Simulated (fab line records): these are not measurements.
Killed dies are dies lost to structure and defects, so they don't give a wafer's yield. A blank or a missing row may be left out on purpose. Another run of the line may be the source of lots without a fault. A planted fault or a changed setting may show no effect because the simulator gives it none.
Chamber matching :: flow n5_finfet :: pecvd-04 running N5_BEOL_M9_DEP_56: 3 sister chambers
The step deposits SiCN from 3MS/NH3, target thk 15 nm, time 26.5 s. 18 wafers are shown with their chamber, then 9 later ones without.

== WAFERS, EACH WITH ITS CHAMBER ==
wafer: L076.4
chamber: 2
throttle_valve_pct (%): 8.5
showerhead_plenum_p_Torr (Torr): 3.674

wafer: L076.5
chamber: 0
throttle_valve_pct (%): 10.0
showerhead_plenum_p_Torr (Torr): 3.657

wafer: L076.6
chamber: 1
throttle_valve_pct (%): 9.6
showerhead_plenum_p_Torr (Torr): 3.656

wafer: L077.1
chamber: 1
throttle_valve_pct (%): 10.0
showerhead_plenum_p_Torr (Torr): 3.662

wafer: L077.3
chamber: 2
throttle_valve_pct (%): 8.6
showerhead_plenum_p_Torr (Torr): 3.664

wafer: L077.6
chamber: 0
throttle_valve_pct (%): 9.7
showerhead_plenum_p_Torr (Torr): 3.668

wafer: L080.3
chamber: 0
throttle_valve_pct (%): 9.8
showerhead_plenum_p_Torr (Torr): 3.661

wafer: L080.4
chamber: 2
throttle_valve_pct (%): 8.7
showerhead_plenum_p_Torr (Torr): 3.664

wafer: L080.5
chamber: 1
throttle_valve_pct (%): 9.7
showerhead_plenum_p_Torr (Torr): 3.668

wafer: L083.3
chamber: 0
throttle_valve_pct (%): 9.8
showerhead_plenum_p_Torr (Torr): 3.661

wafer: L083.4
chamber: 0
throttle_valve_pct (%): 10.1
showerhead_plenum_p_Torr (Torr): 3.666

wafer: L083.5
chamber: 1
throttle_valve_pct (%): 9.9
showerhead_plenum_p_Torr (Torr): 3.662

wafer: L086.1
chamber: 2
throttle_valve_pct (%): 8.7
showerhead_plenum_p_Torr (Torr): 3.666

wafer: L086.2
chamber: 0
throttle_valve_pct (%): 9.8
showerhead_plenum_p_Torr (Torr): 3.660

wafer: L086.3
chamber: 1
throttle_valve_pct (%): 10.0
showerhead_plenum_p_Torr (Torr): 3.662

wafer: L087.1
chamber: 0
throttle_valve_pct (%): 9.7
showerhead_plenum_p_Torr (Torr): 3.666

wafer: L087.2
chamber: 2
throttle_valve_pct (%): 8.8
showerhead_plenum_p_Torr (Torr): 3.670

wafer: L087.4
chamber: 0
throttle_valve_pct (%): 9.7
showerhead_plenum_p_Torr (Torr): 3.668

SIGNATURES (means of the wafers above)
reading: throttle_valve_pct
chamber 0: 9.825
chamber 1: 9.840
chamber 2: 8.660
scatter within a chamber: 0.15

reading: showerhead_plenum_p_Torr
chamber 0: 3.66338
chamber 1: 3.66200
chamber 2: 3.66760
scatter within a chamber: 0.00422
Rule: a wafer's distance from a chamber is the root of the sum, over the readings, of the square of ((its reading less the chamber's mean) divided by the reading's scatter). The wafer belongs to the nearest chamber; if the next one is less than 2 further off, it can't be placed. The scatter is the square root of a quotient: the sum, over the shown wafers, of each reading's squared deviation from its chamber's mean, divided by wafers minus chambers.

== WAFERS WITHOUT THEIR CHAMBER ==
wafer: L096.1
throttle_valve_pct (%): 9.9
showerhead_plenum_p_Torr (Torr): 3.668

wafer: L096.3
throttle_valve_pct (%): 9.8
showerhead_plenum_p_Torr (Torr): 3.668

wafer: L096.5
throttle_valve_pct (%): 9.6
showerhead_plenum_p_Torr (Torr): 3.665

wafer: L094.2
throttle_valve_pct (%): 8.7
showerhead_plenum_p_Torr (Torr): 3.676

wafer: L094.3
throttle_valve_pct (%): 10.2
showerhead_plenum_p_Torr (Torr): 3.665

wafer: L094.5
throttle_valve_pct (%): 9.8
showerhead_plenum_p_Torr (Torr): 3.669

wafer: L097.1
throttle_valve_pct (%): 9.9
showerhead_plenum_p_Torr (Torr): 3.662

wafer: L097.4
throttle_valve_pct (%): 9.8
showerhead_plenum_p_Torr (Torr): 3.655

wafer: L097.5
throttle_valve_pct (%): 9.8
showerhead_plenum_p_Torr (Torr): 3.673

== EACH ONE'S CHAMBER ==
wafer: L096.1
from the rows above: can't be placed: 0 or 1
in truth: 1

wafer: L096.3
from the rows above: can't be placed: 0 or 1
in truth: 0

wafer: L096.5
from the rows above: can't be placed: 0 or 1
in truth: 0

wafer: L094.2
from the rows above: 2
in truth: 2

wafer: L094.3
from the rows above: can't be placed: 1 or 0
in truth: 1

wafer: L094.5
from the rows above: can't be placed: 0 or 1
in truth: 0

wafer: L097.1
from the rows above: can't be placed: 1 or 0
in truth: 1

wafer: L097.4
from the rows above: can't be placed: 1 or 0
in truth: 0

wafer: L097.5
from the rows above: can't be placed: 0 or 1
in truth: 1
Correctly placed: 1 of 9. Not placeable from these rows: 8 (in 8, the candidates include the true chamber). 0 placed wrongly.
